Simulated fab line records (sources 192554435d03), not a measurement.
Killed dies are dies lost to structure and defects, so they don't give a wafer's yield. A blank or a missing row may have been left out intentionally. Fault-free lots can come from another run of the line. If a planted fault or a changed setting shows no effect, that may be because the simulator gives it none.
Matching of chambers | flow n5-finfet | N5_MIM_TOP_ALD_00 on ald-hk-02: 4 sister chambers
The step deposits Al2O3, purge time 3 s, co reactant pulse time 3 s. 20 wafers are shown with their chamber, then 10 later ones without.

EACH WAFER AND ITS CHAMBER
wafer  | chamber | precursor-pulse-height-rel
L076.2 | 2       | 1.003
L076.3 | 0       | 1.029
L076.4 | 1       | 1.004
L077.1 | 0       | 1.004
L077.2 | 2       | 1.001
L077.4 | 3       | 0.995
L081.2 | 3       | 1.011
L081.3 | 2       | 0.983
L081.5 | 0       | 1.032
L080.3 | 3       | 1.012
L080.4 | 0       | 1.053
L080.5 | 2       | 1.028
L082.3 | 3       | 1.003
L082.4 | 2       | 1.022
L082.5 | 2       | 0.973
L083.2 | 1       | 0.998
L083.5 | 3       | 1.021
L083.6 | 0       | 1.024
L087.1 | 1       | 1.013
L087.5 | 0       | 0.995

SIGNATURES (means of the wafers above)
reading                    | chamber 0 | chamber 1 | chamber 2 | chamber 3 | scatter within a chamber
precursor-pulse-height-rel | 1.02283   | 1.00500   | 1.00167   | 1.00840   | 0.0176
Rule: a wafer's distance from a chamber is the root of the sum, over the readings, of the square of ((its reading less the chamber's mean) divided by the reading's scatter). The wafer belongs to the nearest chamber; if the next one is less than 2 further off, it can't be placed. The scatter is the square root of a quotient: the sum, over the shown wafers, of each reading's squared deviation from its chamber's mean, divided by wafers minus chambers.

WAFERS WITH NO CHAMBER GIVEN
wafer  | precursor-pulse-height-rel
L087.6 | 1.035
L094.1 | 0.978
L094.5 | 1.009
L094.6 | 1.027
L095.2 | 0.987
L095.3 | 1.015
L095.4 | 1.007
L096.2 | 0.982
L096.4 | 0.995
L096.6 | 1.014

WHICH CHAMBER EACH ONE RAN IN
wafer  | from the rows above               | in truth
L087.6 | can't be placed: 0 or 3 or 1 or 2 | 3
L094.1 | can't be placed: 2 or 1 or 3 or 0 | 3
L094.5 | can't be placed: 3 or 1 or 2 or 0 | 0
L094.6 | can't be placed: 0 or 3 or 1 or 2 | 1
L095.2 | can't be placed: 2 or 1 or 3 or 0 | 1
L095.3 | can't be placed: 3 or 0 or 1 or 2 | 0
L095.4 | can't be placed: 3 or 1 or 2 or 0 | 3
L096.2 | can't be placed: 2 or 1 or 3 or 0 | 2
L096.4 | can't be placed: 2 or 1 or 3 or 0 | 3
L096.6 | can't be placed: 3 or 0 or 1 or 2 | 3
0 of 10 placed correctly. Not placeable from these rows: 10 (in 10, the candidates include the true chamber). Placed wrongly: 0.
